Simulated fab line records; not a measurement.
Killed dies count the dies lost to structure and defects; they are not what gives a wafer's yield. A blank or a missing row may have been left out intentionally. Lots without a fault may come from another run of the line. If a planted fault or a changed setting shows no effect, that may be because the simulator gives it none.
Matching of chambers + flow n5_finfet + N5_BEOL_M0_SAQP_STRIP_75 on rie_diel-06 has 4 sister chambers
The step strips in CF4. 20 wafers are shown with their chamber, then 10 later ones without.

== EACH WAFER AND ITS CHAMBER ==
| wafer  | chamber | showerhead_plenum_p_Torr (Torr) | drypump_motor_current_A (A) | throttle_valve_pct (%) |
|--------|---------|---------------------------------|-----------------------------|------------------------|
| L076.3 | 2       | 1.83                            | 5.3                         | 14.0                   |
| L076.5 | 0       | 1.82                            | 6.1                         | 13.7                   |
| L076.6 | 1       | 1.77                            | 5.5                         | 13.8                   |
| L078.2 | 3       | 1.89                            | 5.4                         | 13.2                   |
| L078.3 | 0       | 1.82                            | 6.0                         | 13.7                   |
| L078.4 | 2       | 1.82                            | 5.4                         | 14.0                   |
| L079.2 | 2       | 1.82                            | 5.3                         | 14.0                   |
| L079.3 | 0       | 1.82                            | 6.0                         | 13.7                   |
| L079.6 | 3       | 1.89                            | 5.4                         | 13.2                   |
| L081.3 | 2       | 1.82                            | 5.4                         | 14.0                   |
| L081.4 | 3       | 1.89                            | 5.4                         | 13.2                   |
| L081.6 | 1       | 1.77                            | 5.5                         | 13.3                   |
| L083.2 | 0       | 1.82                            | 6.1                         | 13.7                   |
| L083.5 | 3       | 1.89                            | 5.4                         | 13.2                   |
| L083.6 | 2       | 1.82                            | 5.4                         | 14.0                   |
| L084.2 | 0       | 1.82                            | 6.0                         | 13.7                   |
| L084.3 | 3       | 1.89                            | 5.4                         | 13.2                   |
| L084.4 | 1       | 1.77                            | 5.5                         | 13.3                   |
| L086.1 | 3       | 1.88                            | 5.4                         | 13.2                   |
| L086.2 | 0       | 1.82                            | 6.0                         | 13.7                   |

SIGNATURES, as means of the wafers listed above
| reading                  | chamber 0 | chamber 1 | chamber 2 | chamber 3 | scatter within a chamber |
|--------------------------|-----------|-----------|-----------|-----------|--------------------------|
| showerhead_plenum_p_Torr | 1.8200    | 1.7700    | 1.8220    | 1.8883    | 0.0032                   |
| drypump_motor_current_A  | 6.033     | 5.500     | 5.360     | 5.400     | 0.0398                   |
| throttle_valve_pct       | 13.700    | 13.467    | 14.000    | 13.200    | 0.102                    |
Rule: for a wafer and a chamber, the distance is found by dividing, reading by reading, the gap between the wafer's reading and the chamber's mean by the reading's scatter, squaring, summing and taking the root. The wafer belongs to the nearest chamber; if the next one is less than 2 further off, it can't be placed. The scatter is the square root of a quotient: the sum, over the shown wafers, of each reading's squared deviation from its chamber's mean, divided by wafers minus chambers.

== WAFERS WITH NO CHAMBER GIVEN ==
| wafer  | showerhead_plenum_p_Torr (Torr) | drypump_motor_current_A (A) | throttle_valve_pct (%) |
|--------|---------------------------------|-----------------------------|------------------------|
| L086.6 | 1.77                            | 5.5                         | 13.3                   |
| L087.1 | 1.77                            | 5.5                         | 13.3                   |
| L087.2 | 1.82                            | 5.3                         | 14.0                   |
| L087.4 | 1.82                            | 6.0                         | 13.7                   |
| L093.2 | 1.82                            | 5.4                         | 14.1                   |
| L093.3 | 1.82                            | 6.1                         | 13.8                   |
| L093.5 | 1.88                            | 5.4                         | 13.3                   |
| L097.3 | 1.81                            | 6.0                         | 13.8                   |
| L097.5 | 1.88                            | 5.4                         | 13.3                   |
| L097.6 | 1.81                            | 5.3                         | 14.1                   |

== CHAMBER TAKEN BY EACH ==
| wafer  | from the rows above | in truth |
|--------|---------------------|----------|
| L086.6 | 1                   | 1        |
| L087.1 | 1                   | 1        |
| L087.2 | 2                   | 2        |
| L087.4 | 0                   | 0        |
| L093.2 | 2                   | 2        |
| L093.3 | 0                   | 0        |
| L093.5 | 3                   | 3        |
| L097.3 | 0                   | 0        |
| L097.5 | 3                   | 3        |
| L097.6 | 2                   | 2        |
Correctly placed: 10 of 10. Left unplaced by these rows: 0. Number placed wrongly: 0.
